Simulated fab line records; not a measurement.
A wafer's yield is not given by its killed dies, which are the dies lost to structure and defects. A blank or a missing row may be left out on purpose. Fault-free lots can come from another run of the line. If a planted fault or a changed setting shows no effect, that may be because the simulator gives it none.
Split-lot experiment | flow n5_finfet | 7 lots, 21 wafers read, on a route of 1938 steps

== SPLIT DETAILS ==
At N5_BEOL_M1_VIA_ETCH_34 (etches the open film in C4F6/O2, target depth 67.8 nm, time 64.4 s), the setting time_s was moved away from the recipe's 64.4 s on 8 of the 21 wafers read, by +16.1% to +20.0%. This setting was run at the recipe's value on the other wafers.

Reading taken at the split's own step.

== THE READING ==
SOC_of_BEOL_M1_COAT_67.thk_nm (the simulator's own value, which no gauge read), in nm, at N5_BEOL_M1_VIA_ETCH_34 (etches the open film in C4F6/O2, target depth 67.8 nm, time 64.4 s). There is no usual value for it anywhere in the file. Here, 13 wafers ran the recipe; their average is 52.2 nm with a standard deviation of 0.3 nm.

wafer  | tool, chamber at the split | time_s as run, s | against the recipe | SOC_of_BEOL_M1_COAT_67.thk_nm, nm | against lot-mates on the recipe
L076.1 | rie_diel-01, 0             | 64.4             | recipe             | 52.6                              | -
L076.2 | rie_diel-01, 1             | 64.4             | recipe             | 52.6                              | -
L076.6 | rie_diel-01, 1             | 64.4             | recipe             | 52.8                              | -
L081.2 | rie_diel-04, 0             | 64.4             | recipe             | 52.2                              | -
L081.5 | rie_diel-04, 3             | 77.26            | +20.0%             | 50.6                              | -1.6
L081.6 | rie_diel-04, 2             | 77.26            | +20.0%             | 50.6                              | -1.6
L086.3 | rie_diel-04, 0             | 75.63            | +17.4%             | 50.8                              | -1.2
L086.4 | rie_diel-04, 3             | 64.4             | recipe             | 52                                | -
L086.5 | rie_diel-04, 1             | 75.63            | +17.4%             | 50.6                              | -1.4
L089.2 | rie_diel-04, 1             | 64.4             | recipe             | 51.8                              | -
L089.3 | rie_diel-04, 2             | 64.4             | recipe             | 52                                | -
L089.4 | rie_diel-04, 0             | 64.4             | recipe             | 52                                | -
L091.3 | rie_diel-06, 3             | 64.4             | recipe             | 51.8                              | -
L091.4 | rie_diel-06, 1             | 64.4             | recipe             | 52.2                              | -
L091.5 | rie_diel-06, 1             | 64.4             | recipe             | 52.2                              | -
L095.2 | rie_diel-01, 2             | 76.07            | +18.1%             | 50.6                              | -1.4
L095.4 | rie_diel-01, 2             | 64.4             | recipe             | 52                                | -
L095.6 | rie_diel-01, 0             | 76.07            | +18.1%             | 50.6                              | -1.4
L097.1 | rie_diel-04, 0             | 74.77            | +16.1%             | 51.2                              | -1.0
L097.3 | rie_diel-04, 3             | 74.77            | +16.1%             | 51                                | -1.2
L097.6 | rie_diel-04, 2             | 64.4             | recipe             | 52.2                              | -

FIT RESULTS
A straight line over all 21 wafers: SOC_of_BEOL_M1_COAT_67.thk_nm changes by -0.0805 nm for each +1% of time_s; r = -0.94; the points scatter about the line by 0.26 nm.
The same after taking each lot's own level away (the mean of its wafers on the recipe; 21 wafers): -0.0759 nm for each +1%; r = -0.99; scatter 0.11 nm.
According to that fit, moving time_s by its largest amount changes the reading by 1.5 nm.
Measured against the standard deviation above, the lots' own levels, which go from 51.93 to 52.67 nm, span 2.5 times it.
So the lot-to-lot level changes the slope little: the two slopes agree.
Check: for one of the wafers moved furthest among these (+20.0%), held out of the fit, the line's prediction against its lot-mates is -1.5 nm. It came out at -1.6 nm against them.

== THE OTHER SPLITS THESE WAFERS WENT THROUGH ==
Other splits were also applied to these wafers ahead of the reading. Each is held against what the fit with the lots' levels taken away leaves over:
other split on the same wafers              | wafers away from the commonest value | r with SOC_of_BEOL_M1_COAT_67.thk_nm (lot level and that fit taken away)
N5_MOL_CONTACT_COAG_DESCUM_45 time_s        | 8                                    | +0.17
N5_BEOL_M0_SAQP_ETCH_106 target_depth_a     | 8                                    | -0.13
N5_BEOL_M0_SAQP_SPACER2_ALD_26 target_thk_a | 5                                    | +0.16
N5_BEOL_M0_ETCH_138 source_w                | 5                                    | +0.26
N5_BEOL_M0_ETCH_128 source_w                | 7                                    | -0.37

== THE WHOLE CHAIN: every reading that the file lists as answering this split, in the file's order ==
step                   | what it does                                                       | reading                                                                        | change (the file's fit)                | r (the file's)
N5_BEOL_M1_VIA_ETCH_34 | etches the open film in C4F6/O2, target depth 67.8 nm, time 64.4 s | etch.depth_nm (the simulator's own value, which no gauge read)                 | +0.653 nm for each +1% of the setting  | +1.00
N5_BEOL_M1_VIA_ETCH_34 | etches the open film in C4F6/O2, target depth 67.8 nm, time 64.4 s | SOC_of_BEOL_M1_COAT_67.thk_nm (the simulator's own value, which no gauge read) | -0.0757 nm for each +1% of the setting | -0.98

== THE FILE'S OWN FIT ==
SOC_of_BEOL_M1_COAT_67.thk_nm changes by -0.0757 nm for each +1% of time_s, r = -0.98.
